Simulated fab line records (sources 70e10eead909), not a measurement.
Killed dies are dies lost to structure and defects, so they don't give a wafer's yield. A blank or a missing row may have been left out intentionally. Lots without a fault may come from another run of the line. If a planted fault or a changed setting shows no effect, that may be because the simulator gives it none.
The tool behind it: which one? / flow nand harc / Sampling: 12 lots, 36 wafers, 6 of 1159 route steps

WHAT EACH GAUGE READ, for each wafer
NHARC_A_CHANNEL_HOLE_D1_INSPECT_40. Usual: raw defect count reads 66 (standard deviation 17).
lot=L826; measured=day 8 14:28; on=defect inspect-02; raw defect count=64 77 58; flag=
lot=L829; measured=day 9 04:43; on=defect inspect-01; raw defect count=34 48 60; flag=
lot=L831; measured=day 9 13:08; on=defect inspect-01; raw defect count=41 46 52; flag=
lot=L830; measured=day 9 17:14; on=defect inspect-01; raw defect count=52 655 42; flag=OFF
lot=L834; measured=day 10 10:37; on=defect inspect-02; raw defect count=607 55 58; flag=OFF
lot=L842; measured=day 12 23:48; on=defect inspect-02; raw defect count=58 100 106; flag=
lot=L843; measured=day 13 04:20; on=defect inspect-02; raw defect count=73 69 66; flag=
lot=L844; measured=day 13 06:31; on=defect inspect-01; raw defect count=35 31 37; flag=
lot=L846; measured=day 13 15:45; on=defect inspect-01; raw defect count=74 63 72; flag=
lot=L848; measured=day 13 19:33; on=defect inspect-01; raw defect count=77 81 71; flag=
lot=L847; measured=day 13 21:57; on=defect inspect-01; raw defect count=65 93 79; flag=
lot=L849; measured=day 14 02:28; on=defect inspect-01; raw defect count=54 61 76; flag=

NHARC_END_SORT_01. Usual: killed at array 28, standard deviation 11; killed at other 0.7, standard deviation 0.88; killed at periphery 3.1, standard deviation 2.2; killed dies 31, standard deviation 12; killed open 3.3, standard deviation 2; killed short 2.0, standard deviation 1.6.
lot=L830; measured=day 20 11:52; on=prober-02; killed at array=13 66 11; killed at other=2 1 0; killed at periphery=0 1 2; killed dies=15 68 13; killed open=3 1 1; killed short=3 0 2; flag=
lot=L834; measured=day 21 07:41; on=prober-02; killed at array=69 23 28; killed at other=1 1 1; killed at periphery=4 1 1; killed dies=74 25 30; killed open=1 1 4; killed short=0 2 1; flag=
lot=L842; measured=day 24 20:29; on=prober-01; killed at array=41; killed at other=1; killed at periphery=0; killed dies=42; killed open=0; killed short=2; flag=
lot=L843; measured=day 24 05:43; on=prober-02; killed at array=43 37 44; killed at other=1 0 3; killed at periphery=2 0 2; killed dies=46 37 49; killed open=4 4 2; killed short=2 2 1; flag=
lot=L844; measured=day 24 18:52; on=prober-02; killed at array=12 13; killed at other=0 0; killed at periphery=3 0; killed dies=15 13; killed open=7 4; killed short=1 1; flag=

TOOL THAT RAN EACH LOT (tool first, then ch and the chambers of the sampled wafers, then the start)
lot=L826; NHARC_A_CHANNEL_HOLE_D1_ETCH_21=har etch-01 ch 0,1, day 8 09:13; NHARC_A_CHANNEL_HOLE_D1_ETCH_26=har etch-01 ch 0,1, day 8 12:33; NHARC_A_CHANNEL_HOLE_D1_XSEM_31=xsem-01 ch 0, day 8 14:22; NHARC_A_CHANNEL_FILL_D1_ALD_14=ald hk-03 ch 1,2,3, day 8 21:40
lot=L829; NHARC_A_CHANNEL_HOLE_D1_ETCH_21=har etch-02 ch 0,1, day 8 23:32; NHARC_A_CHANNEL_HOLE_D1_ETCH_26=har etch-02 ch 0,1, day 9 02:49; NHARC_A_CHANNEL_HOLE_D1_XSEM_31=xsem-01 ch 0, day 9 04:37; NHARC_A_CHANNEL_FILL_D1_ALD_14=ald hk-03 ch 1,2,3, day 9 10:50
lot=L831; NHARC_A_CHANNEL_HOLE_D1_ETCH_21=har etch-02 ch 0,1, day 9 07:50; NHARC_A_CHANNEL_HOLE_D1_ETCH_26=har etch-02 ch 0,1, day 9 11:11; NHARC_A_CHANNEL_HOLE_D1_XSEM_31=xsem-01 ch 0, day 9 13:03; NHARC_A_CHANNEL_FILL_D1_ALD_14=ald hk-04 ch 1,2,3, day 9 20:26
lot=L830; NHARC_A_CHANNEL_HOLE_D1_ETCH_21=har etch-02 ch 0,1, day 9 12:04; NHARC_A_CHANNEL_HOLE_D1_ETCH_26=har etch-02 ch 0,1, day 9 15:21; NHARC_A_CHANNEL_HOLE_D1_XSEM_31=xsem-01 ch 0, day 9 17:09; NHARC_A_CHANNEL_FILL_D1_ALD_14=ald hk-03 ch 1,2, day 10 00:29
lot=L834; NHARC_A_CHANNEL_HOLE_D1_ETCH_21=har etch-02 ch 0,1, day 10 05:22; NHARC_A_CHANNEL_HOLE_D1_ETCH_26=har etch-02 ch 0,1, day 10 08:41; NHARC_A_CHANNEL_HOLE_D1_XSEM_31=xsem-02 ch 0, day 10 10:32; NHARC_A_CHANNEL_FILL_D1_ALD_14=ald hk-02 ch 2,3, day 10 18:16
lot=L842; NHARC_A_CHANNEL_HOLE_D1_ETCH_21=har etch-01 ch 0,1, day 12 18:37; NHARC_A_CHANNEL_HOLE_D1_ETCH_26=har etch-01 ch 0,1, day 12 21:55; NHARC_A_CHANNEL_HOLE_D1_XSEM_31=xsem-01 ch 0, day 12 23:42; NHARC_A_CHANNEL_FILL_D1_ALD_14=ald hk-03 ch 1,2,3, day 13 07:09
lot=L843; NHARC_A_CHANNEL_HOLE_D1_ETCH_21=har etch-01 ch 0,1, day 12 22:41; NHARC_A_CHANNEL_HOLE_D1_ETCH_26=har etch-01 ch 0,1, day 13 02:03; NHARC_A_CHANNEL_HOLE_D1_XSEM_31=xsem-02 ch 0, day 13 04:14; NHARC_A_CHANNEL_FILL_D1_ALD_14=ald hk-04 ch 1,2,3, day 13 11:36
lot=L844; NHARC_A_CHANNEL_HOLE_D1_ETCH_21=har etch-02 ch 0,1, day 13 01:13; NHARC_A_CHANNEL_HOLE_D1_ETCH_26=har etch-02 ch 0,1, day 13 04:35; NHARC_A_CHANNEL_HOLE_D1_XSEM_31=xsem-01 ch 0, day 13 06:25; NHARC_A_CHANNEL_FILL_D1_ALD_14=ald hk-03 ch 0,2,3, day 13 11:39
lot=L846; NHARC_A_CHANNEL_HOLE_D1_ETCH_21=har etch-01 ch 0,1, day 13 10:25; NHARC_A_CHANNEL_HOLE_D1_ETCH_26=har etch-01 ch 0,1, day 13 13:47; NHARC_A_CHANNEL_HOLE_D1_XSEM_31=xsem-01 ch 0, day 13 15:39; NHARC_A_CHANNEL_FILL_D1_ALD_14=ald hk-02 ch 0,1,2, day 13 23:03
lot=L848; NHARC_A_CHANNEL_HOLE_D1_ETCH_21=har etch-02 ch 0,1, day 13 14:22; NHARC_A_CHANNEL_HOLE_D1_ETCH_26=har etch-02 ch 0,1, day 13 17:40; NHARC_A_CHANNEL_HOLE_D1_XSEM_31=xsem-01 ch 0, day 13 19:27; NHARC_A_CHANNEL_FILL_D1_ALD_14=ald hk-04 ch 1,2,3, day 14 02:49
lot=L847; NHARC_A_CHANNEL_HOLE_D1_ETCH_21=har etch-01 ch 0,1, day 13 16:46; NHARC_A_CHANNEL_HOLE_D1_ETCH_26=har etch-01 ch 0,1, day 13 20:03; NHARC_A_CHANNEL_HOLE_D1_XSEM_31=xsem-01 ch 0, day 13 21:51; NHARC_A_CHANNEL_FILL_D1_ALD_14=ald hk-03 ch 0,3, day 14 02:49
lot=L849; NHARC_A_CHANNEL_HOLE_D1_ETCH_21=har etch-02 ch 0,1, day 13 21:17; NHARC_A_CHANNEL_HOLE_D1_ETCH_26=har etch-02 ch 0,1, day 14 00:35; NHARC_A_CHANNEL_HOLE_D1_XSEM_31=xsem-01 ch 0, day 14 02:22; NHARC_A_CHANNEL_FILL_D1_ALD_14=ald hk-04 ch 1,2,3, day 14 09:38
- NHARC_A_CHANNEL_HOLE_D1_ETCH_21: etches the open film in C4F8/O2/Ar, time 514.3 s, target depth 1600 nm.
- NHARC_A_CHANNEL_HOLE_D1_ETCH_26: etches the open film in C4F8/O2/Ar, time 224.1 s, target depth 300 nm.
- NHARC_A_CHANNEL_HOLE_D1_XSEM_31
- NHARC_A_CHANNEL_FILL_D1_ALD_14: deposits SiO2, target thk 2.5 nm, pulse time 10 s, ald cycles 25.

AS READ BY THE TOOLS THEMSELVES (means over the sampled wafers that have a number; for cases with no such wafer, the mark the record gives instead)
NHARC_A_CHANNEL_HOLE_D1_ETCH_21. Usual: drypump motor current A 5.53 A, standard deviation 0.29; showerhead plenum p Torr 3.77 Torr, standard deviation 0.12; throttle valve pct 32.155 %, standard deviation 0.0095.
lot=L826; tool=har etch-01; drypump motor current A (A)=5.26; showerhead plenum p Torr (Torr)=3.67; throttle valve pct (%)=32.161; flag=
lot=L829; tool=har etch-02; drypump motor current A (A)=5.81; showerhead plenum p Torr (Torr)=3.87; throttle valve pct (%)=32.154; flag=
lot=L831; tool=har etch-02; drypump motor current A (A)=5.79; showerhead plenum p Torr (Torr)=3.87; throttle valve pct (%)=32.158; flag=
lot=L830; tool=har etch-02; drypump motor current A (A)=5.72; showerhead plenum p Torr (Torr)=3.87; throttle valve pct (%)=32.154; flag=
lot=L834; tool=har etch-02; drypump motor current A (A)=5.70; showerhead plenum p Torr (Torr)=3.87; throttle valve pct (%)=32.156; flag=
lot=L842; tool=har etch-01; drypump motor current A (A)=5.43; showerhead plenum p Torr (Torr)=3.73; throttle valve pct (%)=32.160; flag=
lot=L843; tool=har etch-01; drypump motor current A (A)=5.26; showerhead plenum p Torr (Torr)=3.65; throttle valve pct (%)=32.148; flag=
lot=L844; tool=har etch-02; drypump motor current A (A)=5.69; showerhead plenum p Torr (Torr)=3.85; throttle valve pct (%)=32.163; flag=
lot=L846; tool=har etch-01; drypump motor current A (A)=5.27; showerhead plenum p Torr (Torr)=3.64; throttle valve pct (%)=32.159; flag=
lot=L848; tool=har etch-02; drypump motor current A (A)=5.68; showerhead plenum p Torr (Torr)=3.85; throttle valve pct (%)=32.153; flag=
lot=L847; tool=har etch-01; drypump motor current A (A)=5.27; showerhead plenum p Torr (Torr)=3.64; throttle valve pct (%)=32.138; flag=
lot=L849; tool=har etch-02; drypump motor current A (A)=5.78; showerhead plenum p Torr (Torr)=3.84; throttle valve pct (%)=32.149; flag=

NHARC_A_CHANNEL_HOLE_D1_ETCH_26. Usual: bias v 299.8 V, standard deviation 2.6; drypump motor current A 5.53 A, standard deviation 0.29; showerhead plenum p Torr 3.82 Torr, standard deviation 0.12; throttle valve pct 24.584 %, standard deviation 0.0094.
lot=L826; tool=har etch-01; bias v (V)=297.0; drypump motor current A (A)=5.27; showerhead plenum p Torr (Torr)=3.72; throttle valve pct (%)=24.585; flag=
lot=L829; tool=har etch-02; bias v (V)=300.2; drypump motor current A (A)=5.78; showerhead plenum p Torr (Torr)=3.93; throttle valve pct (%)=24.585; flag=
lot=L831; tool=har etch-02; bias v (V)=299.6; drypump motor current A (A)=5.79; showerhead plenum p Torr (Torr)=3.93; throttle valve pct (%)=24.580; flag=
lot=L830; tool=har etch-02; bias v (V)=301.0; drypump motor current A (A)=5.70; showerhead plenum p Torr (Torr)=3.92; throttle valve pct (%)=24.589; flag=
lot=L834; tool=har etch-02; bias v (V)=303.0; drypump motor current A (A)=5.72; showerhead plenum p Torr (Torr)=3.92; throttle valve pct (%)=24.593; flag=
lot=L842; tool=har etch-01; bias v (V)=300.5; drypump motor current A (A)=5.43; showerhead plenum p Torr (Torr)=3.77; throttle valve pct (%)=24.591; flag=
lot=L843; tool=har etch-01; bias v (V)=300.0; drypump motor current A (A)=5.26; showerhead plenum p Torr (Torr)=3.69; throttle valve pct (%)=24.578; flag=
lot=L844; tool=har etch-02; bias v (V)=300.1; drypump motor current A (A)=5.72; showerhead plenum p Torr (Torr)=3.91; throttle valve pct (%)=24.578; flag=
lot=L846; tool=har etch-01; bias v (V)=301.9; drypump motor current A (A)=5.27; showerhead plenum p Torr (Torr)=3.69; throttle valve pct (%)=24.585; flag=
lot=L848; tool=har etch-02; bias v (V)=300.6; drypump motor current A (A)=5.68; showerhead plenum p Torr (Torr)=3.90; throttle valve pct (%)=24.583; flag=
lot=L847; tool=har etch-01; bias v (V)=299.1; drypump motor current A (A)=5.26; showerhead plenum p Torr (Torr)=3.69; throttle valve pct (%)=24.589; flag=
lot=L849; tool=har etch-02; bias v (V)=301.4; drypump motor current A (A)=5.79; showerhead plenum p Torr (Torr)=3.90; throttle valve pct (%)=24.579; flag=

NHARC_A_CHANNEL_HOLE_D1_XSEM_31. Usual: bot cd nm 74.7 nm, standard deviation 1.9; bow nm 8.54 nm, standard deviation 0.27; tilt deg 0.07 degrees, standard deviation 0.041.
lot=L826; tool=xsem-01; bot cd nm (nm)=76.4; bow nm (nm)=8.58; tilt deg (degrees)=0.04; flag=
lot=L829; tool=xsem-01; bot cd nm (nm)=76.0; bow nm (nm)=8.57; tilt deg (degrees)=0.06; flag=
lot=L831; tool=xsem-01; bot cd nm (nm)=74.9; bow nm (nm)=8.77; tilt deg (degrees)=0.05; flag=
lot=L830; tool=xsem-01; bot cd nm (nm)=74.2; bow nm (nm)=8.33; tilt deg (degrees)=0.11; flag=
lot=L834; tool=xsem-02; bot cd nm (nm)=77.5; bow nm (nm)=9.10; tilt deg (degrees)=0.13; flag=
lot=L842; tool=xsem-01; bot cd nm (nm)=74.7; bow nm (nm)=8.57; tilt deg (degrees)=0.08; flag=
lot=L843; tool=xsem-02; bot cd nm (nm)=74.9; bow nm (nm)=8.38; tilt deg (degrees)=0.00; flag=
lot=L844; tool=xsem-01; bot cd nm (nm)=74.5; bow nm (nm)=8.56; tilt deg (degrees)=-0.01; flag=
lot=L846; tool=xsem-01; bot cd nm (nm)=76.9; bow nm (nm)=8.25; tilt deg (degrees)=0.12; flag=
lot=L848; tool=xsem-01; bot cd nm (nm)=72.7; bow nm (nm)=8.23; tilt deg (degrees)=0.09; flag=
lot=L847; tool=xsem-01; bot cd nm (nm)=74.3; bow nm (nm)=8.36; tilt deg (degrees)=0.11; flag=
lot=L849; tool=xsem-01; bot cd nm (nm)=74.7; bow nm (nm)=8.89; tilt deg (degrees)=0.04; flag=

NHARC_A_CHANNEL_FILL_D1_ALD_14. Usual: heater power w 492 W, standard deviation 45; precursor pulse height rel 1.002, standard deviation 0.021; susceptor temp C 299.98 C, standard deviation 0.22.
lot=L826; tool=ald hk-03; heater power w (W)=468; precursor pulse height rel=0.992; susceptor temp C (C)=-; flag=OFF
lot=L829; tool=ald hk-03; heater power w (W)=474; precursor pulse height rel=0.977; susceptor temp C (C)=300.12; flag=
lot=L831; tool=ald hk-04; heater power w (W)=497; precursor pulse height rel=0.989; susceptor temp C (C)=299.94; flag=
lot=L830; tool=ald hk-03; heater power w (W)=466; precursor pulse height rel=0.998; susceptor temp C (C)=299.94; flag=
lot=L834; tool=ald hk-02; heater power w (W)=474; precursor pulse height rel=0.995; susceptor temp C (C)=300.21; flag=
lot=L842; tool=ald hk-03; heater power w (W)=473; precursor pulse height rel=0.998; susceptor temp C (C)=299.85; flag=
lot=L843; tool=ald hk-04; heater power w (W)=500; precursor pulse height rel=1.017; susceptor temp C (C)=-; flag=OFF
lot=L844; tool=ald hk-03; heater power w (W)=522; precursor pulse height rel=1.008; susceptor temp C (C)=300.10; flag=
lot=L846; tool=ald hk-02; heater power w (W)=466; precursor pulse height rel=1.005; susceptor temp C (C)=300.10; flag=
lot=L848; tool=ald hk-04; heater power w (W)=503; precursor pulse height rel=1.011; susceptor temp C (C)=300.26; flag=
lot=L847; tool=ald hk-03; heater power w (W)=528; precursor pulse height rel=0.999; susceptor temp C (C)=-; flag=OFF
lot=L849; tool=ald hk-04; heater power w (W)=501; precursor pulse height rel=1.005; susceptor temp C (C)=299.97; flag=

THE ANSWER, worked out from the rows above alone
Rule: a lot counts as off when the mean over its wafers that have a number is more than 3 standard deviations away from the usual mean. A lot without any number at a reading at which 4 lots or more have one is off too. The other lots that the step has rows for count as sound. Order of review: gauges by route order, followed by the tools' own readings, for which a lot's mean as printed above is used. The first step at which some lot is off is used, and at that step the reading that is off furthest; a lot without a number counts as furthest.
Off: L830, L834 (NHARC_A_CHANNEL_HOLE_D1_INSPECT_40, raw defect count).
A tool fits if, at a process step before that reading, it ran every lot that is off, and no sound lot after the first of them. The gauges at NHARC_A_CHANNEL_HOLE_D1_INSPECT_40 are tried like those tools. Of those tried, none fits.

WHAT THE SIMULATOR HAD INSERTED
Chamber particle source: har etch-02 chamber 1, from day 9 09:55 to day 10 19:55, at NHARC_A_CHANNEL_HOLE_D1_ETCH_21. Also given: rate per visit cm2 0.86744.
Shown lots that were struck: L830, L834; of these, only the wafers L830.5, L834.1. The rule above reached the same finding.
